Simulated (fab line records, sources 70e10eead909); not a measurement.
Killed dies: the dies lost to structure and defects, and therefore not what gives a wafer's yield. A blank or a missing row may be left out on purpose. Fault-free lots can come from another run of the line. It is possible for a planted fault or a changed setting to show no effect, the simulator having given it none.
Matching of chambers    flow nand harc    rie diel-02 running NHARC_A_SLIT_ETCH_29: 4 sister chambers
The step etches the open film in CF4/O2, target depth 100 nm, overetch 10 nm, time 55 s. 14 wafers are shown with their chamber, then 7 later ones without.

== WAFERS WITH THEIR CHAMBER ==
wafer   chamber  drypump motor current A (A)  showerhead plenum p Torr (Torr)  rf vpp V (V)
L074.2  0        5.6                          1.30                             198.0
L074.4  2        5.9                          1.33                             197.3
L074.6  1        5.0                          1.43                             200.0
L079.3  2        5.9                          1.33                             198.1
L079.4  1        5.0                          1.43                             198.9
L079.5  1        5.0                          1.42                             198.7
L087.1  0        5.6                          1.30                             196.9
L087.3  2        5.9                          1.33                             196.9
L087.6  0        5.6                          1.30                             197.8
L089.1  3        6.0                          1.33                             198.3
L089.2  2        5.8                          1.33                             198.6
L089.6  3        6.0                          1.33                             198.4
L091.2  1        5.0                          1.42                             198.6
L091.3  2        5.9                          1.33                             197.5

SIGNATURES (means of the wafers above)
reading                   chamber 0  chamber 1  chamber 2  chamber 3  scatter within a chamber
drypump motor current A   5.600      5.000      5.880      6.000      0.0283
showerhead plenum p Torr  1.3000     1.4250     1.3300     1.3300     0.00316
rf vpp V                  197.567    199.050    197.680    198.350    0.612
Rule: for each reading, subtract the chamber's mean from the wafer's reading, divide by that reading's scatter and square the result; add these up over the readings and take the root, which gives the wafer's distance from the chamber. The wafer belongs to the nearest chamber; if the next one is less than 2 further off, it can't be placed. How the scatter is found: for the shown wafers, subtract from each reading the mean of its chamber, square and add these, divide the total by (wafers less chambers), then take the root.

== WAFERS WITH NO CHAMBER GIVEN ==
wafer   drypump motor current A (A)  showerhead plenum p Torr (Torr)  rf vpp V (V)
L091.6  6.0                          1.33                             197.0
L092.2  5.9                          1.33                             198.4
L092.3  6.0                          1.33                             197.2
L092.6  6.0                          1.33                             199.1
L095.1  5.6                          1.30                             197.4
L095.2  5.9                          1.33                             198.9
L095.4  5.9                          1.33                             197.4

== THE CHAMBER EACH PASSED THROUGH ==
wafer    from the rows above       in truth
L091.6   3                         3
L092.2   2                         2
L092.3   3                         3
L092.6   3                         3
L095.1   0                         0
L095.2   can't be placed: 2 or 3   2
L095.4   2                         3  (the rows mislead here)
Correct placement for 5 of the 7. Not placeable from these rows: 1 (in 1, the candidates include the true chamber). 1 placed wrongly.
